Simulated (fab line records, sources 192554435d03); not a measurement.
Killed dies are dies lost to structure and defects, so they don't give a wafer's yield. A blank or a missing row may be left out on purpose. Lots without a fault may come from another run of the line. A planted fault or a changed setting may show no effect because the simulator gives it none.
fab line records | flow n5_finfet
record lots=10 wafers=29 last_day=17
route steps=1938 shown MOL_CONTACT_COAG@559 TV_LITHO@1886 PASSIVATION@1930
lots that met no fault: from a run of the same line without faults
start_h: hours from the record's first day to the start of the lot's first wafer shown | wait_h: hours since the lot's step before | " the same as in the row above | L1.1+2: a row that stands for several wafers | - no value, or no start given | * or withheld: withheld | < > ~ a bound
route shown NAME@n: a module of which the file shows steps, and the number in the route of the first | usual: mean/standard deviation of fault-free wafers | same: alike in all rows | chamber/n: place in a boat | sites: the reading at each site | _std_site: their standard deviation | _edge_site: outer sites' mean less inner sites' | radius_mm: how far each site lies from the wafer's centre | mask NAME#n: copy n | behind: the tool/chamber that last shaped the wafer | hold: why the lot was held/for how many hours/how that ended | device: the transistor (n, p or np) that didn't switch | end of line: the same wafers' tests at the end of the route | a step without rows: its recipe alone | killed: dies lost to structure and defects at the first sort, not the wafer's yield | map: a wafer's dies, x killed, . not, _ none there
set.NAME: the setting as run; set.NAME@STEP: as run at that earlier step | model.NAME: the simulator's own value behind a step, which no gauge read
steps of the route over a sample of lots; a table a step, a row a wafer
services: from which hour (start_h, from the record's first day; less than 0 if before it) a tool's chamber was out of use, for how many hours, and why
## steps
# step N5_MOL_CONTACT_COAG_ALD_27
# recipe material=SiOC target_thk_a=170 temp_c=400 ald_precursor_family=carbosiloxane ald_co_reactant=H2-plasma pulse_time_s=1.5 time_s=2720 purge_time_s=2 co_reactant_purge_time_s=2 ald_cycles=340 pressure_torr=2
# usual heater_power_w=857/100 precursor_pulse_height_rel=1.004/0.019
# columns lot.wafer tool chamber start_h wait_h heater_power_w precursor_pulse_height_rel
L565.1 ald_sin-02 1 105.47 0.0 718 1.029
L565.3 " 3 " " 998 0.992
L565.4 " 0 " " 854 1.011
L566.1 ald_sin-03 1 109.39 0.0 760 1.008
L566.5 " 1 " " 773 0.985
L566.6 " 0 " " 869 1.013
L567.3 ald_sin-03 2 118.57 0.0 890 1.015
L567.4 " 3 " " 831 1.028
L567.6 " 3 " " 837 1.014
L568.2 ald_sin-02 2 122.55 0.0 759 1.005
L568.3 " 0 " " 830 0.982
L568.4 " 3 " " 986 1.010
L569.1 ald_sin-03 1 132.77 0.0 792 0.988
L569.3 " 3 " " 852 1.005
L569.5 " 2 " " 881 0.997
L571.1 ald_sin-03 1 140.40 0.0 771 0.982
L571.4 " 0 " " 924 0.989
L571.5 " 1 " " 749 1.011
L574.1 ald_sin-03 3 164.62 0.0 846 1.021
L574.4 " 1 " " 757 1.019
L574.6 " 0 " " 916 1.027
L576.3 ald_sin-02 3 174.80 0.0 980 1.006
L576.4 " 0 " " 848 0.992
L576.6 " 1 " " 739 1.001
L578.1 ald_sin-03 1 187.24 0.0 761 1.056
L578.2 " 3 " " 858 0.994
L578.4 " 0 " " 901 1.013
L579.1 ald_sin-03 3 194.09 0.3 861 1.009
L579.3 " 0 " " 897 1.013
# step N5_PASSIVATION_DESCUM_12
# recipe chemistry=O2 time_s=7.9 source_power_w=50 bias_power_w=20 pressure_mtorr=20 rf_frequency_hz=2.712e+07 temp_c=40 o2_flow_sccm=225
# usual drypump_motor_current_A=5.7/0.34 oes_product_au=0.77/0.078 rf_vpp_V=242.8/1.5 showerhead_plenum_p_Torr=2.07/0.082 temp_c=39.99/0.12 throttle_valve_pct=20.5/0.3
# columns lot.wafer tool chamber start_h wait_h drypump_motor_current_A oes_product_au rf_hours_counter_h rf_vpp_V showerhead_plenum_p_Torr temp_c throttle_valve_pct
L566.1 rie_diel-05 2 292.96 0.1 6.0 0.69 238 243.8 2.15 40.13 20.3
L566.5 " 1 " " 5.2 0.85 - 241.8 2.03 39.88 20.4
L566.6 " 2 " " 6.1 0.68 - 243.7 2.15 39.85 20.3
L565.1 rie_diel-05 2 302.70 0.4 6.0 0.68 241 244.3 2.15 40.03 20.3
L565.3 " 1 " " 5.2 0.83 60 240.9 2.03 39.98 20.4
L565.4 " 1 " " 5.2 0.84 - 242.9 2.03 39.88 20.4
L567.3 rie_diel-02 1 310.72 0.0 6.3 0.76 138 244.0 2.19 39.89 20.9
L567.4 " 3 " " 5.5 0.72 202 242.8 2.07 39.96 20.6
L567.6 " 3 " " 5.5 0.72 - 242.2 2.07 40.02 20.6
L568.2 rie_diel-02 2 311.20 0.3 5.4 0.74 153 242.7 2.01 39.99 20.4
L568.3 " 3 " " 5.4 0.71 202 243.8 2.07 40.01 20.6
L568.4 " 0 " " 5.4 0.91 18 243.6 2.13 39.89 20.1
L569.1 rie_diel-02 2 311.98 0.4 5.5 0.75 153 241.6 2.01 40.04 20.4
L569.3 " 0 " " 5.4 0.91 18 244.1 2.13 40.04 20.1
L569.5 " 3 " " 5.5 0.72 - 242.8 2.07 40.23 20.6
L571.1 rie_diel-06 3 340.62 0.6 5.3 0.88 49 243.7 2.21 40.01 20.1
L571.4 " 1 " " 5.9 0.72 183 240.0 1.93 40.05 21.0
L571.5 " 0 " " 5.7 0.76 - 244.1 2.17 39.80 20.5
L574.1 rie_diel-02 3 359.98 0.2 5.5 0.71 218 241.9 2.07 39.92 20.6
L574.4 " 0 " " 5.4 0.88 - 242.8 2.13 39.99 20.1
L574.6 " 3 " " 5.5 0.71 - 242.8 2.07 39.90 20.6
L578.1 rie_diel-06 1 360.32 0.3 5.9 0.72 191 240.1 1.92 40.05 21.0
L578.2 " 0 " " 5.7 0.76 160 244.1 2.17 39.98 20.5
L578.4 " 3 " " 5.3 0.87 55 245.1 2.21 39.93 20.1
L576.3 rie_diel-06 1 369.23 0.0 5.9 0.71 192 241.2 1.92 39.99 21.0
L576.4 " 2 " " 5.9 0.68 218 241.4 1.99 39.96 20.9
L576.6 " 2 " " 5.9 0.69 - 241.0 1.99 40.02 20.9
L579.1 rie_diel-02 0 395.64 0.1 5.4 0.86 43 243.2 2.13 40.01 20.1
L579.3 " 3 " " 5.5 0.70 227 243.2 2.06 39.74 20.6
# step N5_PASSIVATION_ETCH_54
# recipe chemistry=CHF3/O2 target=SiO2 target_depth_a=8800 CHF3_flow_sccm=50 O2_flow_sccm=5 Ar_flow_sccm=200 time_s=440 mask_material=PR pressure_mtorr=30 source_w=650 bias_w=170 ion_energy_ev=200
# usual drypump_motor_current_A=5.8/0.32 oes_product_au=0.79/0.073 rf_vpp_V=524/5.3 showerhead_plenum_p_Torr=2.37/0.086 throttle_valve_pct=18.77/0.3
# columns lot.wafer tool chamber start_h wait_h drypump_motor_current_A oes_product_au rf_hours_counter_h rf_vpp_V showerhead_plenum_p_Torr throttle_valve_pct
L566.1 rie_diel-04 1 297.27 0.1 6.2 0.81 72 532 2.55 18.85
L566.5 " 2 " " 5.6 0.73 - 526 2.48 19.29
L566.6 " 1 " " 6.2 0.81 - 533 2.55 18.84
L565.1 rie_diel-01 1 306.18 0.1 5.9 0.91 17 523 2.36 18.47
L565.3 " 0 " " 6.0 0.77 147 525 2.30 18.51
L565.4 " 3 " " 5.7 0.74 - 517 2.30 19.03
L568.2 rie_diel-01 0 315.36 0.1 6.1 0.76 152 526 2.30 18.51
L568.3 " 2 " " 6.2 0.98 1 524 2.38 18.40
L568.4 " 3 " " 5.7 0.73 174 521 2.30 19.04
L567.3 rie_diel-03 0 315.40 0.1 5.1 0.84 51 532 2.34 18.69
L567.4 " 2 " " 5.5 0.73 193 524 2.49 19.23
L567.6 " 1 " " 6.3 0.85 - 517 2.35 18.48
L569.1 rie_diel-04 0 316.30 0.1 5.4 0.80 115 515 2.33 18.52
L569.3 " 2 " " 5.6 0.72 223 526 2.48 19.31
L569.5 " 1 " " 6.2 0.81 - 532 2.55 18.87
L571.1 rie_diel-01 3 345.17 0.1 5.7 0.73 185 520 2.30 19.08
L571.4 " 1 " " 5.9 0.89 32 524 2.35 18.50
L571.5 " 0 " " 6.1 0.76 - 528 2.30 18.53
L574.1 rie_diel-04 0 364.24 0.1 5.5 0.78 133 516 2.32 18.56
L574.4 " 0 " " 5.5 0.79 - 518 2.32 18.54
L574.6 " 3 " " 5.6 0.77 - 534 2.54 19.01
L578.1 rie_diel-01 0 364.38 0.1 6.0 0.76 169 525 2.30 18.53
L578.2 " 1 " " 6.0 0.87 38 524 2.35 18.50
L578.4 " 3 " " 5.7 0.71 191 520 2.30 19.07
L576.3 rie_diel-03 0 373.60 0.1 5.1 0.83 58 531 2.34 18.71
L576.4 " 3 " " 5.9 0.70 238 515 2.29 19.12
L576.6 " 1 " " 6.4 0.81 - 519 2.34 18.52
L579.1 rie_diel-01 1 399.43 0.1 5.9 0.85 50 523 2.35 18.51
L579.3 " 0 " " 6.0 0.75 182 526 2.29 18.55
# step N5_PASSIVATION_STRIP_48
# recipe chemistry=O2 power_w=600 temp_c=60 pressure_mtorr=30 rf_frequency_hz=6e+07 bias_power_w=0 overash_fraction=0.5 o2_flow_sccm=225
# usual drypump_motor_current_A=5.8/0.32 oes_product_au=0.79/0.078 rf_vpp_V=3.6/2.3 showerhead_plenum_p_Torr=2.07/0.071 temp_c=60.00/0.13 throttle_valve_pct=16.65/0.28
# columns lot.wafer tool chamber start_h wait_h drypump_motor_current_A oes_product_au rf_hours_counter_h rf_vpp_V showerhead_plenum_p_Torr temp_c throttle_valve_pct
L566.1 rie_diel-04 1 297.56 0.1 6.1 0.82 73 4.7 2.20 60.01 16.64
L566.5 " 2 " " 5.6 0.73 - 4.9 2.15 60.13 17.01
L566.6 " 1 " " 6.2 0.83 - 3.2 2.20 59.94 16.55
L565.1 rie_diel-01 1 306.47 0.1 5.9 0.91 17 2.2 2.06 60.21 16.32
L565.3 " 0 " " 6.0 0.79 147 3.0 2.02 59.95 16.49
L565.4 " 3 " " 5.7 0.75 - 4.7 2.01 59.90 16.96
L568.2 rie_diel-01 0 315.65 0.1 6.0 0.76 152 0.6 2.02 60.07 16.46
L568.3 " 2 " " 6.2 0.94 1 3.5 2.07 59.89 16.20
L568.4 " 3 " " 5.7 0.73 174 3.2 2.00 59.75 16.89
L567.3 rie_diel-03 0 315.69 0.1 5.1 0.81 51 6.0 2.03 60.32 16.54
L567.4 " 2 " " 5.4 0.71 193 3.5 2.18 59.84 17.16
L567.6 " 1 " " 6.3 0.85 - 5.5 2.04 59.84 16.39
L569.1 rie_diel-04 0 316.59 0.1 5.5 0.80 116 5.7 2.03 59.87 16.44
L569.3 " 2 " " 5.6 0.74 223 5.1 2.14 60.11 17.10
L569.5 " 1 " " 6.3 0.81 - 7.6 2.20 60.05 16.63
L571.1 rie_diel-01 3 345.46 0.1 5.7 0.72 186 2.7 2.00 59.75 16.93
L571.4 " 1 " " 6.0 0.87 32 5.4 2.06 59.96 16.37
L571.5 " 0 " " 6.0 0.73 - 4.1 2.01 60.16 16.48
L574.1 rie_diel-04 0 364.53 0.1 5.5 0.80 133 1.0 2.02 59.83 16.46
L574.4 " 0 " " 5.5 0.79 - 3.4 2.02 59.90 16.44
L574.6 " 3 " " 5.6 0.77 - 1.8 2.20 60.16 16.82
L578.1 rie_diel-01 0 364.67 0.1 6.1 0.74 169 2.1 2.01 59.96 16.48
L578.2 " 1 " " 6.0 0.84 38 0.8 2.06 59.93 16.41
L578.4 " 3 " " 5.8 0.74 191 4.2 2.00 60.00 17.01
L576.3 rie_diel-03 0 373.89 0.1 5.1 0.82 58 2.0 2.03 59.99 16.53
L576.4 " 3 " " 5.9 0.69 239 0.8 1.98 59.83 16.93
L576.6 " 1 " " 6.4 0.84 - 4.9 2.03 60.05 16.34
L579.1 rie_diel-01 1 399.72 0.1 6.0 0.85 50 5.1 2.05 60.03 16.60
L579.3 " 0 " " 6.0 0.76 182 0.8 2.01 60.12 16.54
# step N5_PASSIVATION_PROBE_49
# usual defect_limited_yield=91.2/1.5 killed_at_M0_to_M3=32/9.6 killed_at_M4_up=13/5.3 killed_at_contacts=13/6.7 killed_at_front_end=42/11 killed_at_other=3.8/2.9 killed_dies=103/17 killed_on_rim=14/4.4 killed_open=67/13 killed_short=35/7.9 sort_bin_5_function=5.2/0.94 sort_bin_6_memory=3.3/0.64 sort_n_pass=1077/17 sort_yield_pct=91.2/1.5
# same gross_dies=1180 killed_at_back_side=0 sort_bin_4_leakage[%]=0 sort_bin_8_speed[%]=0
# columns lot.wafer tool chamber start_h wait_h defect_limited_yield[%] killed_at_M0_to_M3 killed_at_M4_up killed_at_contacts killed_at_front_end killed_at_other killed_dies killed_on_rim killed_open killed_short sort_bin_5_function[%] sort_bin_6_memory[%] sort_n_pass sort_yield_pct[%]
L578.1 prober-02 - 369.00 0.0 89.0 47 12 10 55 6 130 16 90 40 7.2 3.1 1050 89.0
L578.2 prober-02 - 369.05 0.1 85.4 32 4 89 44 3 172 37 70 24 8.8 3.6 1008 85.4
L578.4 prober-02 - 369.15 0.2 91.5 39 9 2 47 3 100 10 65 35 5.0 3.2 1080 91.5
L579.1 prober-01 - 402.21 0.0 82.5 43 14 95 45 9 206 35 71 52 10.8 4.9 974 82.5
L579.3 prober-01 - 402.31 0.1 92.0 21 16 17 36 4 94 4 64 28 4.5 3.1 1086 92.0
# killed by level:class
L578.1 FIN_SAQP:geometric_particle:open=22 FIN_SAQP:geometric_particle:short=11 BEOL_M0_SAQP:geometric_particle:short=10 MOL_CONTACT_COAG:geometric_particle:open=9 BEOL_M0_SAQP:geometric_particle:open=9 BEOL_M3:geometric_particle:open=8 BEOL_M1:geometric_particle:open=8 BEOL_M2:geometric_particle:open=6
L578.2 MOL_CONTACT_COAG:unspecified=78 FIN_SAQP:geometric_particle:open=14 MOL_CONTACT_COAG:geometric_particle:open=9 BEOL_M2:geometric_particle:open=9 DUMMY_GATE:geometric_particle:open=8 BEOL_M3:geometric_particle:open=8 FIN_SAQP:geometric_particle:short=6 STI_FIN_REVEAL:geometric_particle:open=5
L578.4 FIN_SAQP:geometric_particle:open=15 FIN_SAQP:geometric_particle:short=12 BEOL_M0_SAQP:geometric_particle:open=9 BEOL_M2:geometric_particle:open=8 BEOL_M3:geometric_particle:open=7 STI_FIN_REVEAL:geometric_particle:open=6 BEOL_M0_SAQP:geometric_particle:short=6 BEOL_M1:geometric_particle:open=5
L579.1 MOL_CONTACT_COAG:unspecified=80 MOL_CONTACT_COAG:geometric_particle:open=13 BEOL_M0_SAQP:geometric_particle:open=12 FIN_SAQP:geometric_particle:short=10 GATE_CUT:geometric_particle:short=10 BEOL_M1:geometric_particle:open=9 BEOL_M0_SAQP:geometric_particle:short=7 STI_FIN_REVEAL:geometric_particle:short=6
L579.3 MOL_CONTACT_COAG:geometric_particle:open=14 FIN_SAQP:geometric_particle:open=8 FIN_SAQP:geometric_particle:short=8 STI_FIN_REVEAL:geometric_particle:open=6 BEOL_M4:geometric_particle:open=6 BEOL_M2:geometric_particle:open=6 BEOL_M0_SAQP:geometric_particle:open=5 BEOL_M5:geometric_particle:open=5
## services
# columns tool chamber start_h hours kind
rie_diel-03 2 88.25 5.0 repair
rie_diel-06 3 106.80 1.2 repair
rie_diel-06 - 110.12 0.7 repair
ald_sin-02 - 112.02 6.1 pm
rie_diel-06 0 151.75 8.8 repair
rie_diel-04 1 154.12 31.9 repair
rie_diel-02 2 186.31 1.2 repair
rie_diel-01 1 203.47 7.2 repair
ald_sin-03 - 204.96 6.0 pm
rie_diel-04 1 209.09 6.8 repair
rie_diel-02 - 211.42 0.1 repair
rie_diel-03 2 212.85 15.3 repair
rie_diel-02 1 234.79 10.1 repair
ald_sin-03 3 238.84 2.9 repair
rie_diel-04 - 240.08 14.6 pm
ald_sin-03 - 241.20 1.1 repair
ald_sin-03 - 278.29 2.8 pm
rie_diel-04 1 344.77 30.9 repair
rie_diel-02 1 351.37 14.6 repair
rie_diel-03 - 361.14 2.8 pm
ald_sin-03 - 374.22 14.0 pm
rie_diel-04 1 384.65 6.6 repair
rie_diel-01 2 393.40 8.3 repair
rie_diel-03 - 395.93 0.4 repair
## key
first_sign step=N5_PASSIVATION_PROBE_49 reading=killed_at_contacts direction=up sigmas=12 usual=13 struck=92
effect step=N5_PASSIVATION_PROBE_49 reading=killed_dies direction=up sigmas=5 usual=103 struck=189
more_kills_born_at N5_MOL_CONTACT_COAG_ALD_27@ald_sin-03=158
met_at N5_MOL_CONTACT_COAG_ALD_27
struck_lots L578,L579
struck_wafers L578.2,L579.1
not_acting_at N5_PASSIVATION_DESCUM_12,N5_PASSIVATION_ETCH_54,N5_PASSIVATION_STRIP_48
onset_between 164.62 187.24
fault kind=chamber_particle_source tool=ald_sin-03 chamber=3 onset_h=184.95 steps=N5_MOL_CONTACT_COAG_ALD_27 rate_per_visit_cm2=0.86606
